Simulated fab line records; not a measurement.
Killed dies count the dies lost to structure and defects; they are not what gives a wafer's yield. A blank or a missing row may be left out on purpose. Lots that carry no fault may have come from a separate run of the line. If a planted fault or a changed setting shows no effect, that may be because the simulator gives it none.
Chamber matching    flow n5Finfet    rieDiel-01 running N5_BEOL_M2_ETCH_69: 4 sister chambers
The step etches SiARC in CF4, target depth 15.6 nm, time 26 s. 14 wafers are shown with their chamber, then 7 later ones without.

## WAFERS WITH THEIR CHAMBER
wafer   chamber  drypumpMotorCurrentA (A)  throttleValvePct (%)  showerheadPlenumPTorr (Torr)
L074.1  2        5.3                       15.39                 2.08
L074.4  0        6.2                       16.01                 2.13
L074.5  1        5.6                       15.78                 2.13
L076.1  3        5.4                       15.21                 2.07
L076.2  0        6.2                       16.04                 2.13
L076.4  2        5.2                       15.40                 2.07
L084.2  1        5.7                       15.81                 2.12
L084.4  0        6.2                       16.07                 2.12
L084.5  3        5.4                       15.25                 2.07
L085.1  2        5.3                       15.45                 2.07
L085.3  1        5.6                       15.83                 2.12
L085.5  0        6.2                       16.07                 2.12
L086.2  3        5.4                       15.25                 2.07
L086.3  2        5.2                       15.44                 2.07

SIGNATURES (means of the wafers above)
reading                chamber 0  chamber 1  chamber 2  chamber 3  scatter within a chamber
drypumpMotorCurrentA   6.200      5.633      5.250      5.400      0.0408
throttleValvePct       16.0475    15.8067    15.4200    15.2367    0.0272
showerheadPlenumPTorr  2.1250     2.1233     2.0725     2.0700     0.00492
Rule: for a wafer and a chamber, the distance is found by dividing, reading by reading, the gap between the wafer's reading and the chamber's mean by the reading's scatter, squaring, summing and taking the root. If the next closest chamber is less than 2 further off than the closest, the wafer can't be placed; otherwise it belongs to the closest. How the scatter is found: for the shown wafers, subtract from each reading the mean of its chamber, square and add these, divide the total by (wafers less chambers), then take the root.

## WAFERS WHOSE CHAMBER IS MISSING
wafer   drypumpMotorCurrentA (A)  throttleValvePct (%)  showerheadPlenumPTorr (Torr)
L086.6  6.2                       16.07                 2.12
L089.1  5.7                       15.85                 2.12
L089.5  5.3                       15.45                 2.07
L089.6  5.3                       15.25                 2.07
L096.1  5.4                       15.31                 2.06
L096.4  5.2                       15.50                 2.06
L096.5  5.4                       15.29                 2.06

## WHICH CHAMBER EACH ONE RAN IN
wafer   from the rows above  in truth
L086.6  0                    0
L089.1  1                    1
L089.5  2                    2
L089.6  3                    3
L096.1  3                    3
L096.4  2                    2
L096.5  3                    3
Correct placement for 7 of the 7. Left unplaced by these rows: 0. Wrongly placed: 0.
